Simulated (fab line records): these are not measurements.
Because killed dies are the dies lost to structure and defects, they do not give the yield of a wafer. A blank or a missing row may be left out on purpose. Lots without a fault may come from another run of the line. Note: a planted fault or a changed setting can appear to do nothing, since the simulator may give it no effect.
A struck lot beside a sound one ; flow n5 finfet ; 41 out of 1938 route steps
Sound: wafers L991.1, L991.3, L991.5. The struck wafers were L997.1, L997.4, L997.6. The cause is given at the end.
Per side, at each step with rows, come the tool, then ch with its chambers, and then its first start. Under that, the readings that differ: sound wafers ; struck wafers ; difference of the means ; sigmas: that difference in standard deviations of wafers without a fault.
alike: readings with means less than 2 such deviations apart, plus words and numbers identical on both sides. not compared: withheld readings, readings lacking a value on some wafer, bounds such as >300 that could conceal the same value, and numbers that have no deviation in the record and whose values overlap.
The two part at a step that has a row with sigmas, a row that says differs or no value, or rows on one side only. Numbers that have no deviation but don't overlap get no sigmas and don't part them. A reading missing from all wafers of one side parts the sides only when that side holds two or more wafers.

first, 11 steps without rows for these wafers: N5_BEOL_M0_SAQP_STRIP_113 (strips in CHF3/O2); N5_BEOL_M0_SAQP_MANDREL_ETCH_20 (etches a-Si in HBr/Cl2, stops on SiNx, target depth 60 nm, bt time 10 s, time 30 s); N5_BEOL_M0_SAQP_STRIP_86 (strips in N2/H2); N5_BEOL_M0_SAQP_STRIP_115 (strips in post etch residue remover, time 60 s); N5_BEOL_M0_SAQP_SRD_93 (time 30 s); N5_BEOL_M0_SAQP_RECESS_114 (chemistry HF/NH3, target SiO2, target depth 14.4 nm, afs cycles 3, sublimation time 60 s); N5_BEOL_M0_SAQP_SPACER1_ALD_98 (deposits SiO2, target thk 12.8 nm, pulse time 1 s, purge time 2 s); N5_BEOL_M0_SAQP_SPACER1_ETCHBACK_99 (etches SiO2 in CHF3/O2, target depth 15.4 nm, time 7.7 s); N5_BEOL_M0_SAQP_MANDREL1_REMOVE_100 (chemistry HBr/Cl2/O2, target a-Si, stops on SiNx, bt time 10 s); N5_BEOL_M0_SAQP_ETCH_101 (etches SiNx in CH3F/O2, target depth 29.9 nm, time 42.7 s); N5_BEOL_M0_SAQP_ETCH_102 (etches SiO2 in CF4, target depth 4 nm, time 4.4 s).
N5_BEOL_M0_SAQP_MANDREL_ETCH_103: etches a-Si in HBr/Cl2, stops on SiCN, target depth 45 nm, bt time 10 s, time 27 s.
  sound on rie si-06 ch 2,3, day 7 17:57; struck on rie si-06 ch 0,2, day 9 04:25
reading;sound;struck;difference;sigmas
model.SiCN_of_BEOL_M0_SAQP_PECVD_03.thk nm (nm);8.8 8.8 8.8;9.2 9.8 9.4;+0.7;
  alike: HBr_flow_sccm, drypump motor current A, oes product au, throttle valve pct
  not compared: rf hours counter h
then, 5 steps without rows for these wafers: N5_BEOL_M0_SAQP_RECESS_104 (chemistry HF/NH3, target SiO2, target depth 18 nm, afs cycles 3, sublimation time 60 s); N5_BEOL_M0_SAQP_COAT_105 (time 60 s, resist thk 100 nm); N5_BEOL_M0_SAQP_ETCH_106 (etches SOC in N2/H2, stops on SiNx, target depth 150 nm); N5_BEOL_M0_SAQP_ETCH_107 (etches SiNx in CH3F/O2, target depth 30 nm); N5_BEOL_M0_SAQP_STRIP_108 (strips in N2/H2).
N5_BEOL_M0_SAQP_RECESS_109: chemistry HF/NH3, target SiO2, target depth 3 nm, afs cycles 1, sublimation time 60 s.
  sound on vapor etch-01 ch 1, day 7 18:59; struck on vapor etch-02 ch 0,1, day 9 05:06
reading;sound;struck;difference;sigmas
drypump motor current A (A);5.0 5.0 4.9;6.3 6.1 6.1;+1.2;+2
model.SiCN_of_BEOL_M0_SAQP_PECVD_03.thk nm (nm);8.4 8.4 8.6;8.8 9.4 9.2;+0.7;
then, 19 steps without rows for these wafers: N5_BEOL_M0_SAQP_SPACER2_ALD_26 (deposits SiO2, target thk 15 nm, pulse time 1 s, purge time 2 s); N5_BEOL_M0_SAQP_SPACER2_ETCHBACK_27 (etches SiO2 in CHF3/O2, target depth 22.5 nm, time 11.25 s); N5_BEOL_M0_SAQP_MANDREL2_REMOVE_110 (chemistry HBr/Cl2/O2, target a-Si, stops on SiCN, bt time 10 s); N5_BEOL_M0_SAQP_COAT_69 (time 60 s, resist thk 90 nm); N5_BEOL_M0_SAQP_COAT_72 (time 60 s, resist thk 15 nm); N5_BEOL_M0_SAQP_COAT_87 (time 60 s, resist thk 5 nm); N5_BEOL_M0_SAQP_COAT_34 (resist thk 30 nm); N5_BEOL_M0_SAQP_EBR_36; N5_BEOL_M0_SAQP_SOFTBAKE_35 (time 60 s); N5_BEOL_M0_SAQP_EXPOSE_37 (exposes mask M0 CUT1, target cd 30 nm); N5_BEOL_M0_SAQP_PEB_38 (peb time 60 s); N5_BEOL_M0_SAQP_DEVELOP_39 (develop time 30 s); N5_BEOL_M0_SAQP_DESCUM_45 (chemistry O2, time 7 s); N5_BEOL_M0_SAQP_ETCH_88 (etches underlayer in N2/H2, target depth 6.5 nm, time 5.2 s); N5_BEOL_M0_SAQP_ETCH_73 (etches SiARC in CF4, target depth 19.5 nm, time 32.5 s); N5_BEOL_M0_SAQP_CUT_ETCH_46 (etches SOC in N2/H2, target depth 135 nm, overetch 27 nm, time 202.5 s); N5_BEOL_M0_SAQP_STRIP_74 (strips in N2/H2); N5_BEOL_M0_SAQP_STRIP_89 (strips in N2/H2); N5_BEOL_M0_SAQP_ALD_48 (deposits SiO2, target thk 20 nm, pulse time 1 s, co reactant pulse time 1 s).
N5_BEOL_M0_ETCH_138: etches SiCN in CH3F/O2, target depth 12 nm, time 31.6 s.
  sound on rie diel-01 ch 0,2,3, day 7 22:25; struck on rie diel-06 ch 0,1, day 9 08:19
reading;sound;struck;difference;sigmas
etch rf on time s (s);29.9 28.6 29.2;30.6 32.8 30.7;+2.1;+2
model.etch.depth nm (nm);8.5 8.433 8.514;8.766 9.432 9.151;+0.634;
  alike: O2_flow_sccm, drypump motor current A, oes product au, rf vpp V, showerhead plenum p Torr, throttle valve pct
  not compared: rf hours counter h
N5_BEOL_M0_ETCH_128: etches SiCN in CF4/N2, target depth 12 nm, overetch 5.1 nm, time 21.4 s.
  sound on rie diel-06 ch 0,2, day 8 00:47; struck on rie diel-01 ch 0,2,3, day 9 08:44
reading;sound;struck;difference;sigmas
model.etch.depth nm (nm);8.5 8.433 8.514;8.766 9.432 9.151;+0.634;
  alike: drypump motor current A, oes product au, rf vpp V, showerhead plenum p Torr, throttle valve pct
  not compared: rf hours counter h
N5_BEOL_M4_RC_MEAS_101:
  sound on prober-02 ch 0, day 9 15:53; struck on prober-01 ch 0, day 11 04:58
  alike: DIBL_N, DIBL_P, IOFF_N, IOFF_P, ION_N, ION_P, SS_N, SS_P, VT_N, VT_P
-- a jump in the record: the struck wafers' starts before and after are 4 days apart (it breaks off in module BEOL_M4 and resumes in module PASSIVATION, where the first step shown is number 1936 of the route) --
N5_PASSIVATION_PROBE_49:
  the record has rows for the struck wafers here (prober-02, day 15 11:18) and none for the sound ones

== WHERE THEY PART ==
First at N5_BEOL_M0_SAQP_RECESS_109; last, within this record, at N5_PASSIVATION_PROBE_49.

WHY: what had been put in by the simulator
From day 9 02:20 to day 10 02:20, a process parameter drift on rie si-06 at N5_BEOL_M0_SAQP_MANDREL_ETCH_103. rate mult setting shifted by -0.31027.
